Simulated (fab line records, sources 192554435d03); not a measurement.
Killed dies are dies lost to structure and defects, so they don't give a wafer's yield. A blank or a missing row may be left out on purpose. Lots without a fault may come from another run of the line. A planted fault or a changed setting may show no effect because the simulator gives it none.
fab line records | flow n5_finfet
record lots=21 wafers=63 last_day=18
route steps=1938 shown MOL_CONTACT_COAG@630 BEOL_M0_SAQP@636
lots that met no fault: from a run of the same line without faults
start_h: hours from the record's first day to the start of the lot's first wafer shown | wait_h: hours since the lot's step before | " the same as in the row above | L1.1+2: a row that stands for several wafers | - no value, or no start given | * or withheld: withheld | < > ~ a bound
route shown NAME@n: a module of which the file shows steps, and the number in the route of the first | usual: mean/standard deviation of fault-free wafers | same: alike in all rows | chamber/n: place in a boat | sites: the reading at each site | _std_site: their standard deviation | _edge_site: outer sites' mean less inner sites' | radius_mm: how far each site lies from the wafer's centre | mask NAME#n: copy n | behind: the tool/chamber that last shaped the wafer | hold: why the lot was held/for how many hours/how that ended | device: the transistor (n, p or np) that didn't switch | end of line: the same wafers' tests at the end of the route | a step without rows: its recipe alone | killed: dies lost to structure and defects at the first sort, not the wafer's yield | map: a wafer's dies, x killed, . not, _ none there
set.NAME: the setting as run; set.NAME@STEP: as run at that earlier step | model.NAME: the simulator's own value behind a step, which no gauge read
steps of the route over a sample of lots; a table a step, a row a wafer
services: from which hour (start_h, from the record's first day; less than 0 if before it) a tool's chamber was out of use, for how many hours, and why
## steps
# step N5_MOL_CONTACT_COAG_INSPECT_97
# recipe inspect_instrument=darkfield mode=post_anneal
# usual raw_defect_count=46/18
# columns lot.wafer tool chamber start_h wait_h raw_defect_count
L074.2 defect_inspect-01 - 109.87 0.0 24
L074.3 " - " " 28
L074.6 " - " " 39
L075.3 defect_inspect-01 - 115.39 0.1 47
L075.4 " - " " 45
L075.5 " - " " 64
L076.1 defect_inspect-01 - 120.55 0.0 47
L076.2 " - " " 54
L076.5 " - " " 28
L077.2 defect_inspect-01 - 129.50 0.1 32
L077.4 " - " " 22
L077.5 " - " " 31
L078.2 defect_inspect-02 - 132.49 0.0 32
L078.5 " - " " 39
L078.6 " - " " 27
L080.1 defect_inspect-01 - 148.69 0.0 56
L080.2 " - " " 63
L080.6 " - " " 66
L081.2 defect_inspect-01 - 151.70 0.0 25
L081.3 " - " " 40
L081.4 " - " " 61
L082.1 defect_inspect-01 - 154.68 0.0 33
L082.2 " - " " 36
L082.4 " - " " 65
L084.1 defect_inspect-01 - 167.82 0.0 52
L084.3 " - " " 48
L084.5 " - " " 51
L085.3 defect_inspect-01 - 173.52 0.1 39
L085.5 " - " " 21
L085.6 " - " " 21
L086.1 defect_inspect-02 - 184.92 0.0 40
L086.4 " - " " 49
L086.5 " - " " 51
L087.1 defect_inspect-02 - 188.68 0.0 60
L087.5 " - " " 47
L087.6 " - " " 68
L088.1 defect_inspect-01 - 193.35 0.0 31
L088.2 " - " " 33
L088.4 " - " " 41
L089.2 defect_inspect-02 - 196.38 0.1 29
L089.4 " - " " 42
L089.5 " - " " 49
L090.1 defect_inspect-02 - 200.13 0.0 61
L090.4 " - " " 62
L090.6 " - " " 82
L092.3 defect_inspect-01 - 210.62 0.1 80
L092.5 " - " " 27
L092.6 " - " " 40
L093.4 defect_inspect-02 - 216.65 0.1 35
L093.5 " - " " 41
L093.6 " - " " 36
L094.2 defect_inspect-02 - 224.56 0.1 48
L094.4 " - " " 79
L094.5 " - " " 72
L095.1 defect_inspect-02 - 230.97 0.0 51
L095.3 " - " " 54
L095.6 " - " " 36
L096.1 defect_inspect-01 - 240.24 0.0 25
L096.2 " - " " 25
L096.4 " - " " 21
L097.1 defect_inspect-01 - 243.24 0.0 35
L097.4 " - " " 69
L097.6 " - " " 38
# step N5_BEOL_M0_SAQP_PECVD_96
# recipe material=a-Si target_thk_a=450 temp_c=350 precursor=SiH4/He pressure_torr=3 rf_w=100 time_s=45.2
# usual heater_power_w=711/71 rf_fwd_power_W=99.0/0.45 showerhead_plenum_p_Torr=5.67/0.06 susceptor_temp_C=349.99/0.21 throttle_valve_pct=18.3/0.68
# columns lot.wafer tool chamber start_h wait_h heater_power_w rf_fwd_power_W showerhead_plenum_p_Torr susceptor_temp_C throttle_valve_pct
L074.2 pecvd-03 1 110.75 0.0 752 98.7 5.61 349.99 18.7
L074.3 " 0 " " 619 98.8 5.70 350.16 18.1
L074.6 " 1 " " 761 98.3 5.62 350.08 19.1
L075.3 pecvd-04 2 116.55 0.0 737 99.5 5.75 350.05 16.9
L075.4 " 1 " " 722 98.2 5.57 349.95 18.5
L075.5 " 2 " " 726 99.5 5.78 350.27 16.9
L076.1 pecvd-04 0 123.76 0.0 809 99.5 5.64 349.99 19.1
L076.2 " 2 " " 665 99.4 5.76 350.01 17.3
L076.5 " 1 " " 759 98.9 5.58 350.43 18.6
L077.2 pecvd-03 2 131.57 0.0 651 98.9 5.61 350.11 18.6
L077.4 " 0 " " 720 99.2 5.69 350.38 18.0
L077.5 " 1 " " 788 98.8 5.62 350.37 18.5
L078.2 pecvd-03 0 133.92 0.0 644 98.6 5.70 350.03 18.1
L078.5 " 1 " " 759 98.6 5.62 349.82 18.8
L078.6 " 2 " " 658 98.9 5.62 350.12 18.5
L080.1 pecvd-04 2 149.62 0.0 739 99.2 5.76 349.77 17.3
L080.2 " 1 " " 654 99.1 5.58 350.03 18.3
L080.6 " 2 " " 715 99.3 5.76 349.33 17.0
L081.2 pecvd-04 1 152.70 0.0 758 99.3 5.58 350.36 18.4
L081.3 " 0 " " 747 99.6 5.64 349.83 19.1
L081.4 " 1 " " 776 98.8 5.58 350.29 18.4
L082.1 pecvd-04 0 155.53 0.0 782 98.9 5.65 349.58 19.3
L082.2 " 2 " " 690 99.6 5.75 349.92 16.8
L082.4 " 2 " " 674 99.5 5.77 349.61 16.9
L084.1 pecvd-04 2 169.01 0.0 653 98.9 5.75 349.79 17.0
L084.3 " 0 " " 773 98.7 5.66 350.03 19.1
L084.5 " 1 " " 762 98.6 5.58 350.21 18.3
L085.3 pecvd-03 0 174.62 0.0 714 99.9 5.71 349.81 17.8
L085.5 " 0 " " 709 98.7 5.71 349.69 17.9
L085.6 " 1 " " 759 98.0 5.63 349.64 18.9
L086.1 pecvd-02 0 188.01 0.0 609 98.6 5.72 349.91 18.3
L086.4 " 0 " " 609 98.5 5.74 350.28 18.1
L086.5 " 2 " " 579 99.7 5.72 349.98 18.4
L087.1 pecvd-03 2 189.96 0.0 590 98.9 5.62 349.76 18.3
L087.5 " 1 " " 793 98.2 5.63 350.29 18.6
L087.6 " 0 " " 676 99.0 5.71 349.99 17.9
L088.1 pecvd-03 1 194.64 0.0 764 99.0 5.63 349.93 19.0
L088.2 " 0 " " 651 99.0 5.71 349.83 17.8
L088.4 " 1 " " 775 98.0 5.62 349.86 19.0
L089.2 pecvd-04 0 197.36 0.0 801 99.3 5.65 350.06 19.1
L089.4 " 2 " " 734 99.8 5.76 350.27 17.0
L089.5 " 0 " " 834 99.2 5.65 349.99 19.3
L090.1 pecvd-02 1 201.03 0.0 716 98.9 5.69 350.10 18.9
L090.4 " 2 " " 611 99.3 5.71 350.10 18.2
L090.6 " 1 " " 727 98.8 5.71 350.10 18.9
L092.3 pecvd-04 0 214.31 0.0 737 98.9 5.66 349.71 19.1
L092.5 " 0 " " 767 99.6 5.65 350.24 19.2
L092.6 " 1 " " 780 98.1 5.59 349.95 18.5
L093.4 pecvd-03 0 217.30 0.0 710 99.0 5.70 350.09 17.9
L093.5 " 1 " " 730 98.8 5.64 350.16 19.0
L093.6 " 0 " " 702 98.9 5.71 350.29 17.9
L094.2 pecvd-04 1 226.41 0.0 704 98.7 5.60 350.22 18.0
L094.4 " 2 " " 723 99.5 5.75 350.08 17.1
L094.5 " 0 " " 808 99.2 5.65 349.82 19.1
L095.1 pecvd-02 2 232.12 0.0 570 99.1 5.71 349.83 18.4
L095.3 " 0 " " 604 98.8 5.72 349.68 18.5
L095.6 " 1 " " 759 98.5 5.71 349.90 19.0
L096.1 pecvd-02 1 241.73 0.0 735 98.9 5.71 349.62 18.9
L096.2 " 2 " " 548 99.4 5.71 350.47 18.4
L096.4 " 2 " " 549 99.0 5.71 349.96 18.4
L097.1 pecvd-02 1 244.56 0.0 752 99.5 5.71 350.04 18.7
L097.4 " 1 " " 752 99.2 5.71 350.20 19.0
L097.6 " 2 " " 534 98.9 5.70 349.86 18.4
# step N5_BEOL_M0_SAQP_DESCUM_19
# recipe chemistry=O2 time_s=7.9 source_power_w=50 bias_power_w=20 pressure_mtorr=20 rf_frequency_hz=2.712e+07 temp_c=40 resist=CAR-ArF o2_flow_sccm=225
# usual drypump_motor_current_A=5.7/0.57 oes_product_au=0.83/0.1 rf_fwd_power_W=49.47/0.23 rf_vpp_V=243.9/1.4 showerhead_plenum_p_Torr=2.14/0.073 throttle_valve_pct=20.33/0.25
# columns lot.wafer tool chamber start_h wait_h drypump_motor_current_A oes_product_au rf_fwd_power_W rf_hours_counter_h rf_vpp_V showerhead_plenum_p_Torr throttle_valve_pct
L074.2 rie_diel-04 1 111.51 0.0 4.7 0.71 49.56 229 244.4 2.16 20.20
L074.3 " 0 " " 6.4 0.92 49.94 16 242.6 2.15 20.61
L074.6 " 2 " " 5.4 0.97 49.53 - 246.3 2.23 20.18
L075.3 rie_diel-04 1 117.48 0.2 4.7 0.70 49.59 231 244.1 2.16 20.19
L075.4 " 0 " " 6.4 0.90 49.82 19 244.8 2.15 20.61
L075.5 " 2 " " 5.4 0.94 49.72 - 245.4 2.23 20.20
L076.1 rie_diel-03 1 124.39 0.0 5.4 0.76 49.38 169 243.6 2.18 20.55
L076.2 " 0 " " 5.9 0.67 49.09 249 242.8 1.97 20.34
L076.5 " 1 " " 5.4 0.76 49.27 - 244.2 2.18 20.54
L077.2 rie_diel-06 0 132.58 0.3 5.9 0.96 49.62 7 243.7 2.17 20.36
L077.4 " 1 " " 6.8 0.70 49.80 195 244.3 2.15 20.52
L077.5 " 1 " " 6.8 0.70 49.51 - 244.2 2.15 20.52
L078.2 rie_diel-03 3 134.67 0.0 6.2 0.96 49.65 3 245.4 2.24 20.40
L078.5 " 3 " " 6.2 0.97 49.64 - 245.1 2.24 20.42
L078.6 " 2 " " 5.1 0.70 49.63 - 241.7 2.00 20.62
L080.1 rie_diel-04 0 150.37 0.0 6.4 0.90 49.92 28 243.2 2.15 20.64
L080.2 " 3 " " 5.5 0.93 49.09 11 242.8 2.13 19.96
L080.6 " 2 " " 5.4 0.92 49.39 - 244.9 2.23 20.21
L081.2 rie_diel-06 1 153.34 0.0 6.8 0.70 49.70 201 245.1 2.15 20.54
L081.3 " 0 " " 5.9 0.94 49.50 14 243.3 2.17 20.37
L081.4 " 3 " " 5.9 0.79 49.44 134 242.7 2.10 20.24
L082.1 rie_diel-04 3 156.28 0.2 5.5 0.91 49.39 13 244.7 2.13 19.97
L082.2 " 2 " " 5.4 0.91 49.52 19 246.0 2.23 20.22
L082.4 " 1 " " 4.7 0.71 49.58 243 243.4 2.15 20.21
L084.1 rie_diel-06 2 169.69 0.1 5.4 0.93 49.05 13 243.4 2.06 19.92
L084.3 " 3 " " 6.0 0.79 49.60 140 243.5 2.10 20.23
L084.5 " 1 " " 6.7 0.70 49.39 - 242.9 2.15 20.54
L085.3 rie_diel-03 1 175.84 0.0 5.4 0.74 49.62 189 243.6 2.18 20.57
L085.5 " 3 " " 6.2 0.92 49.58 - 246.6 2.24 20.42
L085.6 " 2 " " 5.1 0.69 49.45 - 241.6 1.99 20.66
L086.1 rie_diel-04 3 188.90 0.2 5.5 0.90 49.11 24 244.6 2.13 19.98
L086.4 " 2 " " 5.4 0.90 49.84 - 244.7 2.22 20.23
L086.5 " 0 " " 6.4 0.89 49.49 - 243.8 2.14 20.66
L087.1 rie_diel-03 1 190.83 0.1 5.4 0.74 49.16 193 245.8 2.18 20.56
L087.5 " 0 " " 5.9 0.97 49.35 - 243.9 2.22 20.09
L087.6 " 3 " " 6.2 0.91 49.56 - 246.1 2.23 20.43
L088.1 rie_diel-06 3 195.26 0.0 6.0 0.76 49.83 147 242.0 2.10 20.23
L088.2 " 1 " " 6.8 0.68 49.51 214 244.3 2.15 20.54
L088.4 " 2 " " 5.5 0.90 49.08 20 242.7 2.05 19.90
L089.2 rie_diel-04 2 198.05 0.1 5.4 0.89 49.75 34 245.2 2.22 20.25
L089.4 " 0 " " 6.4 0.87 49.88 - 244.6 2.14 20.68
L089.5 " 3 " " 5.5 0.89 49.24 - 244.6 2.12 19.99
L090.1 rie_diel-03 1 201.79 0.0 5.4 0.74 49.52 197 245.5 2.17 20.58
L090.4 " 2 " " 5.1 0.68 49.66 235 241.6 1.99 20.67
L090.6 " 3 " " 6.2 0.90 49.59 - 245.4 2.23 20.44
L092.3 rie_diel-06 3 215.16 0.1 5.9 0.77 49.87 153 242.5 2.09 20.26
L092.5 " 1 " " 6.8 0.69 49.66 - 244.6 2.14 20.57
L092.6 " 0 " " 5.9 0.90 49.58 - 245.2 2.16 20.38
L093.4 rie_diel-04 1 218.09 0.0 4.7 0.95 49.46 4 243.9 2.15 19.88
L093.5 " 2 " " 5.4 0.88 49.76 - 245.9 2.22 20.26
L093.6 " 3 " " 5.5 0.88 49.17 - 244.3 2.12 20.00
L094.2 rie_diel-06 2 227.22 0.0 5.4 0.87 49.01 29 240.8 2.05 19.92
L094.4 " 0 " " 5.9 0.88 49.29 37 242.9 2.16 20.39
L094.5 " 3 " " 6.0 0.76 49.37 - 242.6 2.09 20.27
L095.1 rie_diel-03 3 232.92 0.1 6.2 0.88 49.47 31 244.6 2.23 20.43
L095.3 " 0 " " 5.9 0.93 49.36 25 244.9 2.22 20.10
L095.6 " 3 " " 6.2 0.88 49.15 - 244.9 2.23 20.44
L096.1 rie_diel-06 3 242.43 0.0 6.0 0.75 49.76 162 244.2 2.09 20.28
L096.2 " 1 " " 6.7 0.67 49.79 226 244.2 2.14 20.56
L096.4 " 0 " " 5.9 0.89 49.29 42 243.6 2.16 20.39
L097.1 rie_diel-03 3 245.42 0.1 6.2 0.88 49.43 35 245.1 2.23 20.44
L097.4 " 1 " " 5.4 0.72 49.29 209 243.5 2.17 20.60
L097.6 " 2 " " 5.1 0.68 49.65 - 243.0 1.98 20.69
# step N5_BEOL_M0_SAQP_CD_MEAS_29
# recipe target_cd_nm=14.4 landing_energy_ev=1000 detector=se_inlens
# usual cd_nm=14.98/0.22
# columns lot.wafer tool chamber start_h wait_h cd_nm
L074.2 cd_sem-02 0 115.89 0.1 14.58
L074.3 " 0 " " 14.68
L074.6 " 0 " " 14.89
L075.3 cd_sem-02 0 120.88 0.1 15.11
L075.4 " 0 " " 14.88
L075.5 " 0 " " 14.88
L076.1 cd_sem-03 0 127.83 0.1 14.95
L076.2 " 0 " " 15.07
L076.5 " 0 " " 14.92
L077.2 cd_sem-02 0 135.96 0.1 15.04
L077.4 " 0 " " 14.90
L077.5 " 0 " " 15.37
L078.2 cd_sem-01 0 138.26 0.1 14.80
L078.5 " 0 " " 14.66
L078.6 " 0 " " 14.72
L080.1 cd_sem-01 0 153.83 0.1 15.45
L080.2 " 0 " " 14.94
L080.6 " 0 " " 15.44
L081.2 cd_sem-02 0 157.40 0.1 15.26
L081.3 " 0 " " 14.93
L081.4 " 0 " " 14.91
L082.1 cd_sem-02 0 159.78 0.1 15.06
L082.2 " 0 " " 15.30
L082.4 " 0 " " 14.79
L084.1 cd_sem-03 0 173.75 0.1 14.65
L084.3 " 0 " " 15.01
L084.5 " 0 " " 14.96
L085.3 cd_sem-03 0 179.79 0.1 14.96
L085.5 " 0 " " 14.78
L085.6 " 0 " " 14.75
L086.1 cd_sem-02 0 192.22 0.1 15.06
L086.4 " 0 " " 15.13
L086.5 " 0 " " 15.01
L087.1 cd_sem-02 0 194.75 0.1 15.00
L087.5 " 0 " " 15.16
L087.6 " 0 " " 15.05
L088.1 cd_sem-02 0 198.59 0.1 15.18
L088.2 " 0 " " 14.68
L088.4 " 0 " " 14.61
L089.2 cd_sem-01 0 201.78 0.1 15.09
L089.4 " 0 " " 14.63
L089.5 " 0 " " 15.04
L090.1 cd_sem-03 0 206.17 0.1 14.82
L090.4 " 0 " " 15.06
L090.6 " 0 " " 15.02
L092.3 cd_sem-01 0 218.70 0.1 15.08
L092.5 " 0 " " 14.82
L092.6 " 0 " " 15.08
L093.4 cd_sem-01 0 223.08 0.1 15.07
L093.5 " 0 " " 15.24
L093.6 " 0 " " 14.77
L094.2 cd_sem-02 0 231.49 0.1 14.81
L094.4 " 0 " " 15.09
L094.5 " 0 " " 14.75
L095.1 cd_sem-02 0 237.77 0.1 14.68
L095.3 " 0 " " 15.06
L095.6 " 0 " " 14.53
L096.1 cd_sem-01 0 245.78 0.1 15.16
L096.2 " 0 " " 15.05
L096.4 " 0 " " 14.59
L097.1 cd_sem-02 0 249.06 0.1 15.07
L097.4 " 0 " " 14.69
L097.6 " 0 " " 14.55
# step N5_BEOL_M0_SAQP_ETCH_73
# recipe chemistry=CF4 target=SiARC target_depth_a=195 mask_material=CAR-EUV time_s=32.5 ion_energy_ev=80 pressure_mtorr=40 source_w=545 bias_w=36 Ar_flow_sccm=100 cf4_flow_sccm=100 ends=cleared
# usual drypump_motor_current_A=5.7/0.53 etch_rf_on_time_s=32.2/0.65 oes_product_au=0.71/0.089 rf_fwd_power_W=534.0/2.5 rf_vpp_V=184.7/1.3 showerhead_plenum_p_Torr=2.19/0.079 throttle_valve_pct=15.53/0.23
# columns lot.wafer tool chamber start_h wait_h drypump_motor_current_A etch_rf_on_time_s oes_product_au rf_fwd_power_W rf_hours_counter_h rf_vpp_V showerhead_plenum_p_Torr throttle_valve_pct
L074.2 rie_diel-03 1 116.38 0.0 5.4 32.3 0.65 530.9 165 185.4 2.21 15.64
L074.3 " 0 " " 5.9 31.7 0.59 531.2 245 180.9 2.03 15.71
L074.6 " 2 " " 5.1 33.2 0.60 535.6 - 183.2 2.05 15.82
L075.3 rie_diel-06 1 121.49 0.0 6.7 32.8 0.60 535.6 192 186.4 2.21 15.81
L075.4 " 0 " " 5.9 32.9 0.82 530.3 - 183.9 2.19 15.28
L075.5 " 3 " " 6.0 32.3 0.68 534.0 - 183.7 2.16 15.49
L076.1 rie_diel-06 2 128.56 0.0 5.4 31.5 0.84 529.2 1 185.2 2.12 15.10
L076.2 " 0 " " 5.9 32.3 0.82 533.1 6 186.3 2.19 15.29
L076.5 " 0 " " 5.9 32.6 0.81 530.5 - 183.4 2.19 15.27
L077.2 rie_diel-06 2 136.57 0.0 5.4 31.6 0.82 531.4 3 181.4 2.11 15.10
L077.4 " 1 " " 6.8 32.7 0.60 538.0 196 186.7 2.21 15.80
L077.5 " 3 " " 6.0 32.5 0.67 534.4 - 184.1 2.15 15.50
L078.2 rie_diel-03 3 138.74 0.0 6.2 31.4 0.81 534.6 5 185.8 2.28 15.49
L078.5 " 2 " " 5.1 33.1 0.61 536.4 - 183.4 2.05 15.84
L078.6 " 3 " " 6.2 31.4 0.81 533.7 - 186.7 2.28 15.50
L080.1 rie_diel-04 1 154.45 0.0 4.7 32.3 0.60 534.1 242 184.7 2.20 15.45
L080.2 " 0 " " 6.4 31.6 0.76 536.7 29 186.4 2.18 15.62
L080.6 " 3 " " 5.5 32.4 0.78 531.3 - 183.5 2.19 15.20
L081.2 rie_diel-04 0 158.18 0.0 6.4 31.7 0.76 539.6 31 183.1 2.18 15.64
L081.3 " 2 " " 5.4 31.6 0.78 536.4 20 184.9 2.27 15.36
L081.4 " 3 " " 5.5 32.4 0.78 529.9 14 184.6 2.19 15.24
L082.1 rie_diel-04 1 160.39 0.0 4.7 32.3 0.60 538.5 244 184.1 2.20 15.47
L082.2 " 3 " " 5.5 32.4 0.77 531.8 14 183.7 2.19 15.22
L082.4 " 0 " " 6.4 31.9 0.75 535.4 31 183.4 2.18 15.65
L084.1 rie_diel-06 3 174.43 0.0 5.9 31.9 0.67 534.4 141 184.4 2.15 15.51
L084.3 " 0 " " 5.9 32.5 0.78 529.9 21 184.7 2.18 15.30
L084.5 " 2 " " 5.5 31.5 0.79 531.7 - 185.0 2.11 15.14
L085.3 rie_diel-04 3 180.93 0.0 5.5 32.3 0.76 532.6 21 184.9 2.19 15.24
L085.5 " 0 " " 6.4 32.0 0.75 534.7 - 186.6 2.17 15.65
L085.6 " 2 " " 5.4 32.2 0.77 539.8 - 185.6 2.27 15.36
L086.1 rie_diel-03 2 192.74 0.0 5.1 32.9 0.59 536.0 232 181.9 2.04 15.87
L086.4 " 3 " " 6.2 31.3 0.78 534.8 19 186.2 2.28 15.55
L086.5 " 0 " " 5.9 31.4 0.82 533.4 - 184.9 2.28 15.29
L087.1 rie_diel-03 2 195.24 0.0 5.1 33.4 0.59 533.9 233 182.7 2.04 15.88
L087.5 " 2 " " 5.1 33.5 0.58 534.2 - 181.5 2.04 15.88
L087.6 " 3 " " 6.2 31.8 0.77 532.9 - 186.8 2.28 15.52
L088.1 rie_diel-03 2 199.20 0.0 5.1 33.3 0.59 534.7 234 182.1 2.04 15.87
L088.2 " 1 " " 5.4 33.0 0.63 531.4 195 185.1 2.20 15.69
L088.4 " 3 " " 6.2 31.9 0.77 532.2 21 186.8 2.28 15.54
L089.2 rie_diel-03 2 202.38 0.0 5.1 32.9 0.59 534.6 235 184.2 2.04 15.88
L089.4 " 3 " " 6.2 31.3 0.77 532.9 22 186.3 2.28 15.53
L089.5 " 1 " " 5.4 32.5 0.63 534.2 - 184.7 2.20 15.69
L090.1 rie_diel-04 3 206.66 0.0 5.5 32.3 0.74 529.8 32 185.7 2.19 15.24
L090.4 " 2 " " 5.4 31.6 0.76 537.0 38 185.8 2.26 15.39
L090.6 " 3 " " 5.5 32.0 0.74 531.4 - 185.3 2.19 15.24
L092.3 rie_diel-03 2 219.31 0.0 5.1 32.9 0.59 537.0 240 182.6 2.04 15.89
L092.5 " 1 " " 5.4 32.5 0.62 531.4 - 185.1 2.20 15.69
L092.6 " 0 " " 5.9 31.1 0.81 533.5 - 186.3 2.28 15.30
L093.4 rie_diel-03 3 223.55 0.0 6.2 31.9 0.76 537.8 27 187.4 2.27 15.54
L093.5 " 3 " " 6.2 32.0 0.75 533.2 - 186.0 2.27 15.56
L093.6 " 2 " " 5.1 33.2 0.58 536.7 - 183.9 2.04 15.90
L094.2 rie_diel-03 2 232.23 0.0 5.1 33.1 0.59 539.1 243 183.3 2.04 15.89
L094.4 " 3 " " 6.2 31.5 0.76 534.6 - 185.5 2.27 15.55
L094.5 " 2 " " 5.1 32.9 0.59 536.3 - 182.2 2.04 15.89
L095.1 rie_diel-06 3 238.38 0.0 5.9 32.6 0.64 532.5 160 183.2 2.14 15.56
L095.3 " 1 " " 6.8 32.8 0.59 531.8 225 184.6 2.20 15.85
L095.6 " 0 " " 5.9 33.1 0.74 534.0 - 185.8 2.18 15.34
L096.1 rie_diel-04 1 246.38 0.0 4.6 32.0 0.77 534.7 12 185.1 2.19 15.01
L096.2 " 3 " " 5.5 32.4 0.72 533.0 44 184.2 2.18 15.26
L096.4 " 0 " " 6.4 31.9 0.72 539.9 60 184.6 2.17 15.69
L097.1 rie_diel-03 2 249.54 0.0 5.1 33.4 0.58 536.4 249 183.0 2.04 15.90
L097.4 " 3 " " 6.2 31.5 0.75 533.0 36 186.1 2.27 15.58
L097.6 " 2 " " 5.1 33.3 0.58 536.8 - 182.5 2.04 15.91
# step N5_BEOL_M0_SAQP_STRIP_75
# recipe chemistry=CF4 resist=SiARC power_w=300 bias_power_w=75 pressure_mtorr=50 cf4_flow_sccm=150 rf_frequency_hz=6e+07
# usual drypump_motor_current_A=5.7/0.55 oes_product_au=0.190/0.022 rf_fwd_power_W=294.2/1.8 rf_vpp_V=271.8/1.7 showerhead_plenum_p_Torr=1.83/0.059 throttle_valve_pct=13.47/0.29
# columns lot.wafer tool chamber start_h wait_h drypump_motor_current_A oes_product_au rf_fwd_power_W rf_hours_counter_h rf_vpp_V showerhead_plenum_p_Torr throttle_valve_pct
L074.2 rie_diel-03 2 117.30 0.1 5.1 0.167 296.5 203 268.5 1.73 13.81
L074.3 " 0 " " 5.9 0.158 293.9 246 268.8 1.70 13.74
L074.6 " 1 " " 5.4 0.177 292.8 - 272.2 1.86 13.64
L075.3 rie_diel-04 0 122.35 0.1 6.5 0.208 297.9 21 271.9 1.83 13.54
L075.4 " 1 " " 4.7 0.165 295.6 233 273.5 1.83 13.41
L075.5 " 1 " " 4.7 0.162 295.9 - 273.8 1.83 13.41
L076.1 rie_diel-06 2 129.42 0.1 5.5 0.235 292.4 1 271.2 1.77 13.04
L076.2 " 3 " " 6.0 0.190 294.1 127 270.9 1.80 13.48
L076.5 " 2 " " 5.5 0.223 292.1 - 270.6 1.77 13.04
L077.2 rie_diel-03 3 137.51 0.1 6.2 0.210 294.7 5 274.9 1.91 13.42
L077.4 " 1 " " 5.4 0.173 291.5 - 271.4 1.86 13.65
L077.5 " 3 " " 6.2 0.214 294.1 - 274.5 1.91 13.42
L078.2 rie_diel-06 1 139.60 0.1 6.7 0.161 294.7 197 270.8 1.86 13.83
L078.5 " 1 " " 6.8 0.164 294.9 - 272.6 1.86 13.84
L078.6 " 0 " " 5.9 0.215 294.4 - 271.7 1.82 13.16
L080.1 rie_diel-06 1 155.47 0.1 6.8 0.163 295.0 202 272.6 1.86 13.85
L080.2 " 3 " " 6.0 0.177 293.3 135 270.6 1.80 13.50
L080.6 " 1 " " 6.7 0.166 295.0 - 272.6 1.86 13.83
L081.2 rie_diel-04 0 159.04 0.1 6.4 0.207 298.2 31 271.8 1.83 13.59
L081.3 " 1 " " 4.7 0.161 294.6 243 271.8 1.83 13.43
L081.4 " 3 " " 5.5 0.212 292.8 14 273.1 1.83 13.13
L082.1 rie_diel-03 0 161.25 0.1 5.9 0.223 292.1 3 273.6 1.91 13.21
L082.2 " 2 " " 5.1 0.166 295.7 222 267.4 1.72 13.86
L082.4 " 0 " " 5.9 0.221 293.1 - 274.1 1.91 13.19
L084.1 rie_diel-03 0 175.30 0.1 5.9 0.228 293.8 7 272.6 1.91 13.22
L084.3 " 3 " " 6.2 0.210 295.1 13 273.6 1.90 13.44
L084.5 " 2 " " 5.1 0.160 293.9 - 270.1 1.72 13.87
L085.3 rie_diel-06 2 181.79 0.1 5.5 0.216 292.3 16 271.0 1.77 13.09
L085.5 " 0 " " 5.9 0.206 292.9 - 272.2 1.82 13.20
L085.6 " 3 " " 6.0 0.181 294.4 - 270.7 1.80 13.51
L086.1 rie_diel-04 0 193.60 0.1 6.5 0.196 297.5 43 272.6 1.82 13.60
L086.4 " 0 " " 6.4 0.189 298.6 - 271.7 1.82 13.60
L086.5 " 2 " " 5.4 0.202 297.3 - 272.4 1.89 13.33
L087.1 rie_diel-03 1 196.09 0.1 5.4 0.169 292.7 195 272.7 1.85 13.71
L087.5 " 1 " " 5.4 0.173 291.8 - 273.6 1.85 13.69
L087.6 " 2 " " 5.1 0.163 295.2 - 269.1 1.72 13.87
L088.1 rie_diel-03 3 200.14 0.1 6.2 0.205 294.4 21 273.6 1.90 13.45
L088.2 " 0 " " 5.9 0.225 292.2 15 273.6 1.91 13.24
L088.4 " 2 " " 5.1 0.162 294.6 234 269.4 1.72 13.89
L089.2 rie_diel-03 2 203.52 0.1 5.1 0.162 295.8 235 269.0 1.72 13.89
L089.4 " 1 " " 5.4 0.170 292.2 197 270.6 1.85 13.70
L089.5 " 1 " " 5.4 0.172 292.4 - 271.7 1.85 13.70
L090.1 rie_diel-06 2 207.52 0.1 5.5 0.198 292.5 24 270.4 1.76 13.11
L090.4 " 3 " " 6.0 0.178 294.2 151 271.2 1.80 13.53
L090.6 " 2 " " 5.4 0.202 291.8 - 271.0 1.77 13.11
L092.3 rie_diel-03 1 220.23 0.1 5.4 0.167 291.8 202 273.8 1.85 13.71
L092.5 " 1 " " 5.4 0.172 293.4 - 271.4 1.85 13.70
L092.6 " 2 " " 5.1 0.162 295.5 - 268.7 1.72 13.89
L093.4 rie_diel-03 1 224.41 0.1 5.4 0.168 291.3 203 273.3 1.85 13.72
L093.5 " 0 " " 5.9 0.211 291.8 - 275.2 1.90 13.25
L093.6 " 3 " " 6.2 0.207 292.7 - 273.8 1.90 13.47
L094.2 rie_diel-04 2 233.19 0.1 5.4 0.197 296.3 46 273.4 1.89 13.34
L094.4 " 3 " " 5.5 0.189 291.1 40 272.9 1.82 13.18
L094.5 " 0 " " 6.4 0.193 294.9 - 271.2 1.82 13.64
L095.1 rie_diel-04 1 239.23 0.1 4.7 0.210 295.4 10 272.3 1.82 12.91
L095.3 " 2 " " 5.4 0.202 296.3 48 274.8 1.89 13.35
L095.6 " 1 " " 4.7 0.212 295.9 - 271.4 1.82 12.93
L096.1 rie_diel-04 2 247.24 0.1 5.4 0.203 296.5 50 273.5 1.89 13.34
L096.2 " 1 " " 4.7 0.198 294.6 13 271.7 1.82 12.92
L096.4 " 0 " " 6.4 0.191 296.9 60 273.1 1.82 13.65
L097.1 rie_diel-04 3 250.71 0.1 5.5 0.201 291.8 45 270.0 1.82 13.20
L097.4 " 1 " " 4.7 0.208 294.4 14 271.2 1.82 12.93
L097.6 " 2 " " 5.4 0.194 296.5 - 274.3 1.89 13.35
## services
# columns tool chamber start_h hours kind
rie_diel-04 3 101.37 - clean
rie_diel-04 3 101.37 - consumable_replace:focus_ring
rie_diel-04 3 101.37 12.9 scheduled_down
rie_diel-04 3 101.37 12.9 vent_cycle
rie_diel-06 3 104.73 4.3 repair
rie_diel-03 3 109.89 - clean
rie_diel-03 3 109.89 - consumable_replace:focus_ring
rie_diel-03 3 109.89 - consumable_replace:showerhead
rie_diel-03 0 128.83 - clean
rie_diel-03 0 128.83 - consumable_replace:focus_ring
rie_diel-03 0 128.83 - consumable_replace:showerhead
rie_diel-03 0 128.83 26.8 scheduled_down
rie_diel-03 0 128.83 26.8 vent_cycle
pecvd-04 - 169.48 6.0 pm
rie_diel-04 1 179.78 2.1 repair
pecvd-02 - 181.92 2.8 pm
rie_diel-04 1 183.93 - clean
rie_diel-04 1 183.93 - consumable_replace:focus_ring
rie_diel-04 1 183.93 21.3 scheduled_down
pecvd-02 - 207.67 14.6 pm
rie_diel-03 1 231.32 3.0 repair
pecvd-03 - 231.62 0.9 repair
pecvd-02 0 234.62 16.0 repair
rie_diel-06 2 238.25 3.6 repair
## key
fault none
